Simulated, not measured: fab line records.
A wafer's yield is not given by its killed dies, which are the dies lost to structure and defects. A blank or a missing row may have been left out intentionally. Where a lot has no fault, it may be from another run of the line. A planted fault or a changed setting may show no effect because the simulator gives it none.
A struck lot beside a sound one	flow nand-harc	12 steps out of a route of 1302
Sound: these wafers, L689.3, L689.4, L689.5. Wafers struck: L696.1, L696.2, L696.5. The cause comes at the end.
Per side, at each step with rows, come the tool, then ch with its chambers, and then its first start. Under that, the readings that differ: sound wafers	struck wafers	difference of the means	sigmas: that difference in standard deviations of wafers without a fault.
alike: readings with means less than 2 such deviations apart, plus words and numbers identical on both sides. not compared: withheld readings, readings lacking a value on some wafer, bounds such as >300 that could conceal the same value, and numbers that have no deviation in the record and whose values overlap.
Wherever a step has rows on one side only, a row that says differs or no value, or a row with sigmas, the two part there. When numbers do not overlap yet have no deviation, they are printed without sigmas and do not part them. A reading missing from all wafers of one side parts the sides only when that side holds two or more wafers.

NHARC_A_STAIRCASE_TRIM_193: chemistry O2, time 211.2 s.
  sound on rie-diel-12 ch 0,3; struck on rie-diel-12 ch 0,1,2
  alike: drypump-motor-current-A, oes-product-au, rf-vpp-V, showerhead-plenum-p-Torr, throttle-valve-pct
  not compared: rf-hours-counter-h
then, 2 steps without rows for these wafers: NHARC_A_STAIRCASE_ETCH_194 (etches the open film in C4F8/O2, target depth 100 nm, time 40.5 s); NHARC_A_STAIRCASE_TRIM_196 (chemistry O2, time 211.2 s).
NHARC_A_STAIRCASE_ETCH_197: etches the open film in C4F8/O2, target depth 100 nm, time 40.5 s.
  sound on rie-diel-12 ch 1,2; struck on rie-diel-03 ch 0,1,2
  alike: oes-product-au, rf-vpp-V
  not compared: rf-hours-counter-h
then, 2 steps without rows for these wafers: NHARC_A_STAIRCASE_TRIM_198 (chemistry O2, time 211.2 s); NHARC_A_STAIRCASE_ETCH_199 (etches the open film in C4F8/O2, target depth 100 nm, time 40.5 s).
NHARC_A_STAIRCASE_TRIM_200: chemistry O2, time 211.2 s.
  sound on rie-diel-12 ch 0,1,3; struck on rie-diel-03 ch 1,3
  alike: drypump-motor-current-A, oes-product-au, rf-vpp-V, showerhead-plenum-p-Torr, throttle-valve-pct
  not compared: rf-hours-counter-h
then, 1 step without rows for these wafers: NHARC_A_STAIRCASE_ETCH_201 (etches the open film in C4F8/O2, target depth 100 nm, time 40.5 s).
NHARC_A_STAIRCASE_TRIM_202: chemistry O2, time 211.2 s.
  sound on rie-diel-12 ch 0,1,3; struck on rie-diel-03 ch 0,1,2
  alike: drypump-motor-current-A, oes-product-au, rf-vpp-V, showerhead-plenum-p-Torr, throttle-valve-pct
  not compared: rf-hours-counter-h
NHARC_A_STAIRCASE_ETCH_203: etches the open film in C4F8/O2, target depth 100 nm, time 40.5 s.
  sound on rie-diel-12 ch 0,1,3; struck on rie-diel-03 ch 0,1,3
  alike: oes-product-au, rf-vpp-V
  not compared: rf-hours-counter-h
NHARC_A_STAIRCASE_STRIP_205: strips in O2.
  sound on plasma-asher-02 ch 0,1, day 17 00:49; struck on plasma-asher-02 ch 0,1, day 20 15:34
  no value came back on the struck wafers for drypump-motor-current-A (A), heater-power-w (W); on the sound wafers drypump-motor-current-A (A) reads 5.1 5.4 5.1
  not compared: rf-hours-counter-h
then, 1 step without rows for these wafers: NHARC_A_STAIRCASE_STRIP_206 (strips in SPM, time 900 s).

## WHERE THEY PART
Within this record, at NHARC_A_STAIRCASE_STRIP_205 only.

WHY: the cause the simulator had injected
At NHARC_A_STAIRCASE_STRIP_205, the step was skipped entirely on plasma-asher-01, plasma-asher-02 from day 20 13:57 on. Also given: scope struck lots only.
